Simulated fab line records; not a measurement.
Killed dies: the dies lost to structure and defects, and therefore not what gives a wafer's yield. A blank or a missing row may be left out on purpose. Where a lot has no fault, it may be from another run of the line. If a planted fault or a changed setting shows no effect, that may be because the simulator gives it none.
fab line records    flow n5-finfet
[record] lots = 5  wafers = 15  last-day = 18
route steps=1938 shown BEOL_M4@1099 BEOL_M5@1112 BEOL_M11@1575 PASSIVATION@1936
lots that met no fault: taken from a fault-free run of the same line
start-h: hours from the record's first day to the start of the lot's first wafer shown    wait-h: how many hours have passed since the lot's step before this one    " same as the row above    L1.1+2: a row that stands for several wafers    - either no value or no given start    * or withheld: withheld    < > ~ a bound
route shown NAME@n: a module of which the file shows steps, and the number in the route of the first    usual: mean and standard deviation over wafers with no fault    same: alike in all rows    chamber/n: place in a boat    sites: per-site readings    _std_site: their standard deviation    _edge_site: outer sites' mean less inner sites'    radius-mm: how far each site lies from the wafer's centre    mask NAME#n: copy n    behind: the last tool/chamber to shape the wafer    hold: what put the lot on hold/how long, in hours/how the hold closed    device: the transistor (n, p or np) that didn't switch    end of line: tests run on the same wafers once the route is complete    a step without rows: its recipe alone    killed: at the first sort, the dies lost to defects and structure; wafer yield is something else    map: dies across one wafer; x = killed, . = not, _ = none there
set.NAME: the setting the step ran with; set.NAME@STEP: the setting that earlier step ran with    model.NAME: the simulator's own value behind a step, which no gauge read
certain route steps with their lots: each step a table, each wafer a row
services: when a tool's chamber went out of use (start-h, in hours from the record's first day, below 0 if earlier), for how many hours, and the reason
[[steps]]
[step N5_BEOL_M4_ANNEAL_95]
[recipe] temp-c = 400  time-s = 240  ambient = vacuum
[step N5_BEOL_M4_SPUTTER_96]
[recipe] material = Cu  target-thk-a = 45  temp-c = -20  chamber-pressure-pa = 0.07  power-w = withheld  time-s = 8.29
[step N5_BEOL_M4_ECD_50]
[recipe] material = Cu  target-thk-a = 3000
[step N5_BEOL_M4_ANNEAL_51]
[recipe] temp-c = 225  time-s = 90  ambient = N2
[step N5_BEOL_M4_CMP_52]
[recipe] stop-on = SiOC  t-overpolish-s = 6.8  down-force-psi = 1  platen-rpm = 50  clearing-platen-down-force-psi = 1.5  clearing-platen-rpm = 50  post-cmp-clean = cu-alkaline  target-thk-nm = 40  clearing-platen-pad-velocity-m-s = 0.99484  pad-velocity-m-s = 0.99484
[step N5_BEOL_M4_PRE_CLEAN_60]
[recipe] gas = NH3/H2  time-s = 15  temp-c = *  rf-power-w = 300
[step N5_BEOL_M4_CO_CAP_55]
[recipe] material = Co  target-thk-a = 20  temp-c = 200  precursor = CCTBA/H2  pressure-torr = 30  time-s = 102.1
[step N5_BEOL_M4_PRE_CLEAN_56]
[recipe] gas = NH3  time-s = 15  temp-c = withheld  rf-power-w = 300
[step N5_BEOL_M4_DEP_57]
[recipe] material = SiCN  target-thk-a = 80  temp-c = withheld  precursor = 3MS/NH3  pressure-torr = 3  rf-w = 202  time-s = 14
[step N5_BEOL_M4_RC_MEAS_101]
[usual] DIBL_N = 36.5/1.9  DIBL_P = 36.7/2.1  IOFF_N = 0.17/0.035  IOFF_P = 0.22/0.042  ION_N = 676/10  ION_P = 462/8.1  SS_N = 71.5/0.72  SS_P = 73.4/0.7  VT_N = 249/3.1  VT_P = -250/3.9
lot.wafer  tool       chamber  start-h  wait-h  DIBL_N[mV/V]  DIBL_P[mV/V]  IOFF_N[nA/um]  IOFF_P[nA/um]  ION_N[uA/um]  ION_P[uA/um]  SS_N[mV/dec]  SS_P[mV/dec]  VT_N[mV]  VT_P[mV]
L606.2     prober-01  0        221.12   0.2     36.9          35.2          0.16           0.21           685           460           70.9          74.0          246       -248
L606.4     "          0        "        "       38.1          37.1          0.18           0.25           679           472           71.5          73.7          247       -246
L606.6     "          0        "        "       38.1          37.6          0.18           0.24           678           465           71.7          74.4          249       -248
L616.1     prober-01  0        268.92   0.0     35.7          34.7          0.14           0.19           673           463           71.5          72.8          252       -251
L616.2     "          0        "        "       39.1          37.3          0.21           0.22           667           457           72.8          73.4          246       -250
L616.5     "          0        "        "       38.1          37.7          0.19           0.23           678           466           72.4          73.4          249       -251
L617.1     prober-02  0        279.55   0.0     37.2          37.5          0.18           0.28           681           479           71.7          74.4          249       -242
L617.3     "          0        "        "       36.6          35.9          0.18           0.25           679           466           71.1          73.5          249       -244
L617.4     "          0        "        "       36.9          37.4          0.19           0.29           694           482           71.2          73.7          246       -239
L618.1     prober-01  0        288.24   0.0     33.1          32.6          0.11           0.15           655           449           70.2          73.3          256       -255
L618.2     "          0        "        "       34.8          35.3          0.13           0.19           666           457           70.9          74.0          254       -255
L618.4     "          0        "        "       37.8          38.5          0.17           0.22           664           449           71.8          74.3          250       -251
L622.3     prober-02  0        325.04   0.3     35.7          35.5          0.13           0.19           669           463           71.5          73.0          251       -251
L622.4     "          0        "        "       36.2          35.4          0.15           0.19           664           456           71.0          72.8          248       -253
L622.6     "          0        "        "       38.1          37.5          0.16           0.22           662           462           71.8          73.5          250       -249
[step N5_BEOL_M5_ILD_DEP_00]
[recipe] material = SiCOH_lowk  target-thk-a = 1406.4  temp-c = 300  precursor = DEMS/porogen  pressure-torr = 5  rf-w = 500  time-s = 25.9
[step N5_BEOL_M5_CURE_79]
[recipe] temp-c = 385  time-s = 240  ambient = He/Ar  material = SiCOH_lowk
[step N5_BEOL_M5_PECVD_70]
[recipe] material = SiO2  target-thk-a = 160  temp-c = 400  precursor = TEOS/O2  pressure-torr = 5.5  rf-w = 450  teos-flow-sccm = 53.8  gas = O2  flow-sccm = 3000  time-s = 18
[step N5_BEOL_M5_HM_DEP_02]
[recipe] material = TiN  target-thk-a = 200  temp-c = 25  chamber-pressure-pa = 0.49996
[step N5_BEOL_M5_COAT_59]
[recipe] resist = SOC  temp-c = 250  time-s = 60  spin-rpm = 1500  resist-thk-nm = 60
[step N5_BEOL_M5_COAT_60]
[recipe] resist = SiARC  temp-c = 220  time-s = 60  spin-rpm = 1500  resist-thk-nm = 12
[step N5_BEOL_M5_COAT_71]
[recipe] resist = underlayer  temp-c = 205  time-s = 60  spin-rpm = 1500  resist-thk-nm = 5
[step N5_BEOL_M5_COAT_05]
[recipe] resist = CAR-EUV  spin-rpm = 1500  resist-thk-nm = 30
[step N5_BEOL_M5_EBR_07]
[recipe] solvent = PGMEA  ebr-width-mm = 1.5
[step N5_BEOL_M5_SOFTBAKE_06]
[recipe] temp-c = 110  time-s = 60  resist = CAR-EUV
[step N5_BEOL_M5_EXPOSE_08]
[recipe] mask-id = M5  na = 0.33  source-shape = annular  sigma-inner = 0.4  sigma-outer = 0.8  polarization = unpolarized  target-cd-nm = 28  dose-mj = 35.75
[step N5_BEOL_M5_PEB_09]
[recipe] peb-temp-c = 100  peb-time-s = 60  resist = CAR-EUV
[step N5_BEOL_M5_DEVELOP_10]
[recipe] develop-time-s = 30  developer = TMAH  resist = CAR-EUV  rinse-liquid = surfactant-rinse  dry = air-spin  dev-temp-c = 23
[step N5_BEOL_M5_DESCUM_16]
[recipe] chemistry = O2  time-s = 7  source-power-w = 50  bias-power-w = 20  pressure-mtorr = 20  rf-frequency-hz = 2.712e+07  temp-c = 40  resist = CAR-EUV  o2-flow-sccm = 225
[step N5_BEOL_M5_ETCH_72]
[recipe] chemistry = N2/H2  target = underlayer  target-depth-a = 65  mask-material = CAR-EUV  time-s = 5.2  ion-energy-ev = 200  pressure-mtorr = 30  source-w = 840  bias-w = 150  n2-flow-sccm = 200  h2-flow-sccm = 200  ends = cleared
[step N5_BEOL_M5_ETCH_61]
[recipe] chemistry = CF4  target = SiARC  target-depth-a = 156  mask-material = CAR-EUV  time-s = 26  ion-energy-ev = 80  pressure-mtorr = 40  source-w = 545  bias-w = 36  Ar_flow_sccm = 100  cf4-flow-sccm = 100  ends = cleared
[step N5_BEOL_M5_ETCH_62]
[recipe] chemistry = N2/H2  target = SOC  target-depth-a = 750  overetch-a = 150  mask-material = SiARC  temp-c = 40  time-s = 112.5  ion-energy-ev = 200  pressure-mtorr = 30  source-w = 840  bias-w = 150  n2-flow-sccm = 200  h2-flow-sccm = 200
[step N5_BEOL_M5_STRIP_63]
[recipe] chemistry = N2/H2  temp-c = 40  n2-flow-sccm = 200  h2-flow-sccm = 200  rf-frequency-hz = 6e+07
[step N5_BEOL_M5_STRIP_73]
[recipe] chemistry = N2/H2  temp-c = 40  n2-flow-sccm = 200  h2-flow-sccm = 200  rf-frequency-hz = 6e+07
[step N5_BEOL_M5_STRIP_64]
[recipe] chemistry = CF4  resist = SiARC  power-w = 300  bias-power-w = 75  pressure-mtorr = 50  cf4-flow-sccm = 150  rf-frequency-hz = 6e+07
[step N5_BEOL_M5_HM_OPEN_17]
[recipe] chemistry = Cl2/BCl3  target-depth-a = 200  overetch-a = 60  target = TiN  mask-material = SOC  ion-energy-ev = 150  pressure-mtorr = 10  icp-w = 1000  bias-w = 126  Cl2_flow_sccm = 53.25  bcl3-flow-sccm = 21.75  Ar_flow_sccm = 25
[step N5_BEOL_M5_STRIP_19]
[recipe] chemistry = O2  power-w = 400  temp-c = 40  pressure-mtorr = 30  rf-frequency-hz = 6e+07  bias-power-w = 0  overash-fraction = 0.2  o2-flow-sccm = 225
[step N5_BEOL_M5_COAT_65]
[recipe] resist = SOC  temp-c = 250  time-s = 60  spin-rpm = 1500  resist-thk-nm = 60
[step N5_BEOL_M5_COAT_66]
[recipe] resist = SiARC  temp-c = 220  time-s = 60  spin-rpm = 1500  resist-thk-nm = 12
[step N5_BEOL_M11_VIA_ETCH_34]
[recipe] chemistry = C4F6/O2  target = SiCOH_lowk  target-depth-a = 1845  mask-material = SOC  taper-deg = 4  time-s = 69.2  ion-energy-ev = 250  pressure-mtorr = 30  source-w = 345  bias-w = 185  Ar_flow_sccm = 300  C4F6_flow_sccm = 10  O2_flow_sccm = 10
[usual] C4F6_flow_sccm = 10.00/0.032  O2_flow_sccm = 9.995/0.03  chamber-pressure-mTorr = 29.998/0.028  drypump-motor-current-A = 5.5/0.54  oes_ar_750_au = 0.77/0.076  oes_f_703_au = 0.76/0.077  oes-product-au = 0.77/0.082  rf-vpp-V = 668/10  showerhead-plenum-p-Torr = 2.84/0.098  throttle-valve-pct = 21.02/0.27  time-s = 69.2/0
lot.wafer  tool         chamber  start-h  wait-h  C4F6_flow_sccm  O2_flow_sccm  chamber-pressure-mTorr  drypump-motor-current-A  oes_ar_750_au  oes_f_703_au  oes-product-au  rf-hours-counter-h  rf-vpp-V  showerhead-plenum-p-Torr  throttle-valve-pct  time-s  model.SiARC_of_BEOL_M11_COAT_64.thk-nm  model.SOC_of_BEOL_M11_COAT_63.thk-nm
L606.2     rie-diel-04  1        285.88   0.0     10.04           10.035        30.016                  4.9                      0.73           0.71          0.72            186                 674       2.95                      21.41               69.2    0                                       92.8
L606.4     "            2        "        "       9.99            10.021        29.975                  5.1                      0.71           0.71          0.70            221                 651       2.70                      20.94               69.2    0                                       92.6
L606.6     "            2        "        "       9.98            10.008        29.982                  5.1                      0.70           0.71          0.71            -                   650       2.70                      20.94               69.2    0                                       92.6
L616.1     rie-diel-03  1        333.05   0.0     -               -             -                       -                        -              -             -               -                   -         -                         -                   -       23                                      100.2
L616.2     "            3        "        "       -               -             -                       -                        -              -             -               -                   -         -                         -                   -       22.8                                    100.2
L616.5     "            0        "        "       -               -             -                       -                        -              -             -               -                   -         -                         -                   -       22.8                                    100
L617.1     rie-diel-03  1        341.59   0.0     -               -             -                       -                        -              -             -               -                   -         -                         -                   -       22.8                                    100
L617.3     "            0        "        "       -               -             -                       -                        -              -             -               -                   -         -                         -                   -       22.8                                    100.2
L617.4     "            2        "        "       -               -             -                       -                        -              -             -               -                   -         -                         -                   -       22.2                                    100.4
L618.1     rie-diel-04  2        349.40   0.0     -               -             -                       -                        -              -             -               -                   -         -                         -                   -       22.8                                    100
L618.2     "            3        "        "       -               -             -                       -                        -              -             -               -                   -         -                         -                   -       23                                      100
L618.4     "            0        "        "       -               -             -                       -                        -              -             -               -                   -         -                         -                   -       22.6                                    100.6
L622.3     rie-diel-03  3        385.41   0.0     9.99            10.035        30.037                  6.3                      0.85           0.84          0.86            69                  655       2.80                      21.32               69.2    0                                       91.4
L622.4     "            2        "        "       9.99            9.984         29.994                  6.2                      0.86           0.86          0.87            49                  684       2.88                      20.56               69.2    0                                       91
L622.6     "            3        "        "       10.03           10.013        30.020                  6.3                      0.85           0.84          0.86            -                   655       2.80                      21.31               69.2    0                                       91.4
[step N5_PASSIVATION_PROBE_49]
[usual] defect-limited-yield = 91.4/1.5  killed_at_M0_to_M3 = 35/12  killed_at_M4_up = 13/5.8  killed-at-contacts = 12/5.5  killed-at-front-end = 36/9.9  killed-at-other = 4/3.7  killed-dies = 101/18  killed-on-rim = 13/4.1  killed-open = 66/13  killed-short = 33/8  sort_bin_5_function = 5.0/1  sort_bin_6_memory = 3.2/0.67  sort-n-pass = 1079/18  sort-yield-pct = 91.4/1.5
[same] gross-dies = 1180  killed-at-back-side = 0  sort_bin_4_leakage[%] = 0  sort_bin_8_speed[%] = 0
lot.wafer  tool       chamber  start-h  wait-h  defect-limited-yield[%]  killed_at_M0_to_M3  killed_at_M4_up  killed-at-contacts  killed-at-front-end  killed-at-other  killed-dies  killed-on-rim  killed-open  killed-short  sort_bin_5_function[%]  sort_bin_6_memory[%]  sort-n-pass  sort-yield-pct[%]
L606.2     prober-02  -        325.81   0.1     92.8                     15                  10               16                  39                   5                85           11             65           19            3.9                     3.0                   1095         92.8
L606.4     prober-02  -        325.91   0.2     89.7                     36                  19               16                  46                   5                122          8              94           28            5.8                     4.3                   1058         89.7
L606.6     prober-02  -        326.01   0.3     92.0                     31                  17               11                  32                   3                94           11             67           27            4.5                     3.4                   1086         92.0
L616.1     prober-02  -        377.08   0.0     0                        19                  1104             12                  36                   9                1180         152            57           25            96.8                    3.0                   0            0
L616.2     prober-02  -        377.13   0.1     0                        27                  1086             17                  30                   20               1180         152            67           33            96.4                    3.3                   0            0
L616.5     prober-02  -        377.28   0.2     0                        32                  1091             17                  26                   14               1180         152            52           43            96.9                    2.8                   0            0
L617.1     prober-01  -        380.61   0.0     0                        61                  1049             24                  39                   7                1180         152            99           40            95.0                    4.7                   0            0
L617.3     prober-01  -        380.71   0.1     0                        55                  1054             23                  41                   7                1180         152            80           50            95.3                    4.2                   0            0
L617.4     prober-01  -        380.76   0.2     0                        62                  1053             26                  27                   12               1180         152            86           45            96.3                    3.6                   0            0
L618.1     prober-02  -        393.62   0.0     0                        23                  1100             14                  39                   4                1180         152            62           28            95.9                    4.1                   0            0
L618.2     prober-02  -        393.67   0.1     0                        19                  1138             6                   17                   0                1180         152            28           24            98.4                    1.5                   0            0
L618.4     prober-02  -        393.77   0.2     0                        32                  1112             8                   21                   7                1180         152            62           17            97.2                    2.5                   0            0
L622.3     prober-01  -        429.06   0.1     91.3                     27                  20               19                  33                   4                103          17             57           43            4.7                     3.6                   1077         91.3
L622.4     prober-01  -        429.11   0.2     90.7                     58                  15               9                   21                   7                110          12             66           42            5.4                     3.3                   1070         90.7
L622.6     prober-01  -        429.21   0.3     88.8                     43                  30               14                  41                   4                132          21             85           44            6.7                     4.1                   1048         88.8
// killed by level:class
L606.2 MOL_CONTACT_COAG:geometric-particle:open=16 FIN_SAQP:geometric-particle:open=7 STI_FIN_REVEAL:geometric-particle:open=6 BEOL_M3:geometric-particle:open=6 BEOL_M4:geometric-particle:open=6 STARTING-WAFER:geometric-particle:open=5 DUMMY_GATE:geometric-particle:open=4 ILD0:geometric-particle:open=4
L606.4 STI_FIN_REVEAL:geometric-particle:open=16 MOL_CONTACT_COAG:geometric-particle:open=14 BEOL_M3:geometric-particle:open=10 FIN_SAQP:geometric-particle:open=7 DUMMY_GATE:geometric-particle:open=7 BEOL_M0_SAQP:geometric-particle:short=7 BEOL_M1:geometric-particle:open=7 BEOL_M0_SAQP:geometric-particle:open=6
L606.6 MOL_CONTACT_COAG:geometric-particle:open=10 BEOL_M4:geometric-particle:open=10 BEOL_M3:geometric-particle:open=9 BEOL_M0_SAQP:geometric-particle:short=8 DUMMY_GATE:geometric-particle:open=8 STI_FIN_REVEAL:geometric-particle:open=7 FIN_SAQP:geometric-particle:open=5 BEOL_M1:geometric-particle:open=4
L616.1 BEOL_M11:area-etch=1097 MOL_CONTACT_COAG:geometric-particle:open=10 STI_FIN_REVEAL:geometric-particle:open=9 FIN_SAQP:geometric-particle:open=7 FIN_SAQP:geometric-particle:short=6 BEOL_M0_SAQP:geometric-particle:open=5 MIM_BOT:geometric-particle:short=5 BEOL_M0_SAQP:geometric-particle:short=4
L616.2 BEOL_M11:area-etch=1079 MOL_CONTACT_COAG:geometric-particle:open=13 BEOL_M3:geometric-particle:open=9 BEOL_M2:geometric-particle:open=8 STI_FIN_REVEAL:geometric-particle:open=6 FIN_SAQP:geometric-particle:open=5 BEOL_M0_SAQP:geometric-particle:open=5 FIN_SAQP:geometric-particle:short=4
L616.5 BEOL_M11:area-etch=1085 MOL_CONTACT_COAG:geometric-particle:open=14 BEOL_M3:geometric-particle:open=8 BEOL_M0_SAQP:geometric-particle:short=7 MIM_BOT:geometric-particle:short=7 BEOL_M0_SAQP:geometric-particle:open=6 FIN_SAQP:geometric-particle:short=5 ILD0:geometric-particle:short=5
L617.1 BEOL_M11:area-etch=1041 BEOL_M3:geometric-particle:open=19 MOL_CONTACT_COAG:geometric-particle:open=18 BEOL_M0_SAQP:geometric-particle:open=9 BEOL_M1:geometric-particle:open=9 GATE_CUT:geometric-particle:short=8 BEOL_M2:geometric-particle:open=8 FIN_SAQP:geometric-particle:open=7
L617.3 BEOL_M11:area-etch=1049 MOL_CONTACT_COAG:geometric-particle:open=17 BEOL_M3:geometric-particle:open=14 BEOL_M2:geometric-particle:open=13 BEOL_M1:geometric-particle:short=11 FIN_SAQP:geometric-particle:open=7 GATE_CUT:geometric-particle:open=7 STI_FIN_REVEAL:geometric-particle:open=6
L617.4 BEOL_M11:area-etch=1048 MOL_CONTACT_COAG:geometric-particle:open=21 BEOL_M3:geometric-particle:open=15 BEOL_M0_SAQP:geometric-particle:short=12 BEOL_M1:geometric-particle:open=11 BEOL_M2:geometric-particle:open=8 BEOL_M0_SAQP:geometric-particle:open=7 DUMMY_GATE:geometric-particle:open=6
L618.1 BEOL_M11:area-etch=1087 BEOL_M0_SAQP:geometric-particle:open=11 FIN_SAQP:geometric-particle:open=10 MOL_CONTACT_COAG:geometric-particle:open=9 FIN_SAQP:geometric-particle:short=8 STI_FIN_REVEAL:geometric-particle:open=5 MOL_CONTACT_COAG:geometric-particle:short=5 BEOL_M0_SAQP:geometric-particle:short=5
L618.2 BEOL_M11:area-etch=1127 BEOL_M0_SAQP:geometric-particle:short=8 MOL_CONTACT_COAG:geometric-particle:open=5 BEOL_M0_SAQP:geometric-particle:open=5 BEOL_M4:geometric-particle:open=4 DUMMY_GATE:geometric-particle:open=3 GATE_CUT:geometric-particle:short=3 BEOL_M3:geometric-particle:open=3
L618.4 BEOL_M11:area-etch=1099 BEOL_M3:geometric-particle:open=15 MOL_CONTACT_COAG:geometric-particle:open=8 STI_FIN_REVEAL:geometric-particle:open=7 BEOL_M0_SAQP:geometric-particle:open=5 BEOL_M2:geometric-particle:open=5 BEOL_M4:geometric-particle:open=5 GATE_CUT:geometric-particle:short=4
L622.3 MOL_CONTACT_COAG:geometric-particle:open=15 FIN_SAQP:geometric-particle:short=14 BEOL_M4:geometric-particle:open=11 BEOL_M2:geometric-particle:open=7 BEOL_M2:geometric-particle:short=6 BEOL_M0_SAQP:geometric-particle:short=4 FIN_SAQP:geometric-particle:open=4 STI_FIN_REVEAL:geometric-particle:open=4
L622.4 BEOL_M1:geometric-particle:open=15 BEOL_M0_SAQP:geometric-particle:short=13 BEOL_M0_SAQP:geometric-particle:open=10 BEOL_M2:geometric-particle:open=8 MOL_CONTACT_COAG:geometric-particle:open=6 STI_FIN_REVEAL:geometric-particle:open=5 FIN_SAQP:geometric-particle:short=3 GATE_CUT:geometric-particle:short=3
L622.6 MOL_CONTACT_COAG:geometric-particle:open=13 BEOL_M4:geometric-particle:open=13 BEOL_M0_SAQP:geometric-particle:short=12 BEOL_M2:geometric-particle:open=9 STI_FIN_REVEAL:geometric-particle:open=8 BEOL_M1:geometric-particle:open=8 FIN_SAQP:geometric-particle:open=7 FIN_SAQP:geometric-particle:short=7
// map L616.1 (x killed, . not)
_________________xxxxxxxxxxxx________________
______________xxxxxxxxxxxxxxxxxx_____________
___________xxxxxxxxxxxxxxxxxxxxxxxx__________
__________xxxxxxxxxxxxxxxxxxxxxxxxxx_________
________xxxxxxxxxxxxxxxxxxxxxxxxxxxxxx_______
_______xxxxxxxxxxxxxxxxxxxxxxxxxxxxxxxx______
______xxxxxxxxxxxxxxxxxxxxxxxxxxxxxxxxxx_____
_____xxxxxxxxxxxxxxxxxxxxxxxxxxxxxxxxxxxx____
____xxxxxxxxxxxxxxxxxxxxxxxxxxxxxxxxxxxxxx___
___xxxxxxxxxxxxxxxxxxxxxxxxxxxxxxxxxxxxxxxx__
___xxxxxxxxxxxxxxxxxxxxxxxxxxxxxxxxxxxxxxxx__
__xxxxxxxxxxxxxxxxxxxxxxxxxxxxxxxxxxxxxxxxxx_
__xxxxxxxxxxxxxxxxxxxxxxxxxxxxxxxxxxxxxxxxxx_
_xxxxxxxxxxxxxxxxxxxxxxxxxxxxxxxxxxxxxxxxxxxx
_xxxxxxxxxxxxxxxxxxxxxxxxxxxxxxxxxxxxxxxxxxxx
_xxxxxxxxxxxxxxxxxxxxxxxxxxxxxxxxxxxxxxxxxxxx
_xxxxxxxxxxxxxxxxxxxxxxxxxxxxxxxxxxxxxxxxxxxx
_xxxxxxxxxxxxxxxxxxxxxxxxxxxxxxxxxxxxxxxxxxxx
_xxxxxxxxxxxxxxxxxxxxxxxxxxxxxxxxxxxxxxxxxxxx
_xxxxxxxxxxxxxxxxxxxxxxxxxxxxxxxxxxxxxxxxxxxx
_xxxxxxxxxxxxxxxxxxxxxxxxxxxxxxxxxxxxxxxxxxxx
__xxxxxxxxxxxxxxxxxxxxxxxxxxxxxxxxxxxxxxxxxx_
__xxxxxxxxxxxxxxxxxxxxxxxxxxxxxxxxxxxxxxxxxx_
___xxxxxxxxxxxxxxxxxxxxxxxxxxxxxxxxxxxxxxxx__
___xxxxxxxxxxxxxxxxxxxxxxxxxxxxxxxxxxxxxxxx__
____xxxxxxxxxxxxxxxxxxxxxxxxxxxxxxxxxxxxxx___
_____xxxxxxxxxxxxxxxxxxxxxxxxxxxxxxxxxxxx____
______xxxxxxxxxxxxxxxxxxxxxxxxxxxxxxxxxx_____
_______xxxxxxxxxxxxxxxxxxxxxxxxxxxxxxxx______
________xxxxxxxxxxxxxxxxxxxxxxxxxxxxxx_______
__________xxxxxxxxxxxxxxxxxxxxxxxxxx_________
___________xxxxxxxxxxxxxxxxxxxxxxxx__________
______________xxxxxxxxxxxxxxxxxx_____________
_________________xxxxxxxxxxxx________________
// map L617.1 (x killed, . not)
_________________xxxxxxxxxxxx________________
______________xxxxxxxxxxxxxxxxxx_____________
___________xxxxxxxxxxxxxxxxxxxxxxxx__________
__________xxxxxxxxxxxxxxxxxxxxxxxxxx_________
________xxxxxxxxxxxxxxxxxxxxxxxxxxxxxx_______
_______xxxxxxxxxxxxxxxxxxxxxxxxxxxxxxxx______
______xxxxxxxxxxxxxxxxxxxxxxxxxxxxxxxxxx_____
_____xxxxxxxxxxxxxxxxxxxxxxxxxxxxxxxxxxxx____
____xxxxxxxxxxxxxxxxxxxxxxxxxxxxxxxxxxxxxx___
___xxxxxxxxxxxxxxxxxxxxxxxxxxxxxxxxxxxxxxxx__
___xxxxxxxxxxxxxxxxxxxxxxxxxxxxxxxxxxxxxxxx__
__xxxxxxxxxxxxxxxxxxxxxxxxxxxxxxxxxxxxxxxxxx_
__xxxxxxxxxxxxxxxxxxxxxxxxxxxxxxxxxxxxxxxxxx_
_xxxxxxxxxxxxxxxxxxxxxxxxxxxxxxxxxxxxxxxxxxxx
_xxxxxxxxxxxxxxxxxxxxxxxxxxxxxxxxxxxxxxxxxxxx
_xxxxxxxxxxxxxxxxxxxxxxxxxxxxxxxxxxxxxxxxxxxx
_xxxxxxxxxxxxxxxxxxxxxxxxxxxxxxxxxxxxxxxxxxxx
_xxxxxxxxxxxxxxxxxxxxxxxxxxxxxxxxxxxxxxxxxxxx
_xxxxxxxxxxxxxxxxxxxxxxxxxxxxxxxxxxxxxxxxxxxx
_xxxxxxxxxxxxxxxxxxxxxxxxxxxxxxxxxxxxxxxxxxxx
_xxxxxxxxxxxxxxxxxxxxxxxxxxxxxxxxxxxxxxxxxxxx
__xxxxxxxxxxxxxxxxxxxxxxxxxxxxxxxxxxxxxxxxxx_
__xxxxxxxxxxxxxxxxxxxxxxxxxxxxxxxxxxxxxxxxxx_
___xxxxxxxxxxxxxxxxxxxxxxxxxxxxxxxxxxxxxxxx__
___xxxxxxxxxxxxxxxxxxxxxxxxxxxxxxxxxxxxxxxx__
____xxxxxxxxxxxxxxxxxxxxxxxxxxxxxxxxxxxxxx___
_____xxxxxxxxxxxxxxxxxxxxxxxxxxxxxxxxxxxx____
______xxxxxxxxxxxxxxxxxxxxxxxxxxxxxxxxxx_____
_______xxxxxxxxxxxxxxxxxxxxxxxxxxxxxxxx______
________xxxxxxxxxxxxxxxxxxxxxxxxxxxxxx_______
__________xxxxxxxxxxxxxxxxxxxxxxxxxx_________
___________xxxxxxxxxxxxxxxxxxxxxxxx__________
______________xxxxxxxxxxxxxxxxxx_____________
_________________xxxxxxxxxxxx________________
[[services]]
tool         chamber  start-h  hours  kind
rie-diel-04  3        309.13   11.7   repair
rie-diel-04  1        326.22   4.5    repair
rie-diel-04  3        358.52   5.5    repair
rie-diel-04  2        371.62   -      clean
rie-diel-04  2        371.62   -      consumable-replace:focus-ring
rie-diel-04  2        371.62   -      consumable-replace:showerhead
rie-diel-04  2        371.62   24.5   scheduled-down
rie-diel-04  2        371.62   24.5   vent-cycle
[[key]]
[first-sign] step = N5_BEOL_M11_VIA_ETCH_34  reading = tool-record  direction = missing
[effect] step = N5_PASSIVATION_PROBE_49  reading = killed_at_M4_up  direction = up  sigmas = 99+  usual = 13  struck = 1087
[model-effect] step = N5_BEOL_M11_VIA_ETCH_34  value = SiARC_of_BEOL_M11_COAT_64.thk-nm  without = 0  struck = 22.76
[more-kills-born-at] N5_BEOL_M11_VIA_ETCH_34@rie-diel-03 = 6399  N5_BEOL_M11_VIA_ETCH_34@rie-diel-04 = 3313
met-at N5_BEOL_M11_VIA_ETCH_34
struck-wafers L616.1,L616.2,L616.5,L617.1,L617.3,L617.4,L618.1,L618.2,L618.4
later-rows-left-out L616.1,L616.2,L616.5,L617.1,L617.3,L617.4,L618.1,L618.2,L618.4
onset-between 285.88 333.05
[fault] kind = skipped-step-whole  tool = rie-diel-03,rie-diel-04  chamber = -  onset-h = 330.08  steps = N5_BEOL_M11_VIA_ETCH_34  scope = struck-lots-only
// later-rows-left-out: the simulator's readings of these wafers behind a module that went badly wrong aren't trusted and aren't shown, but for the sort
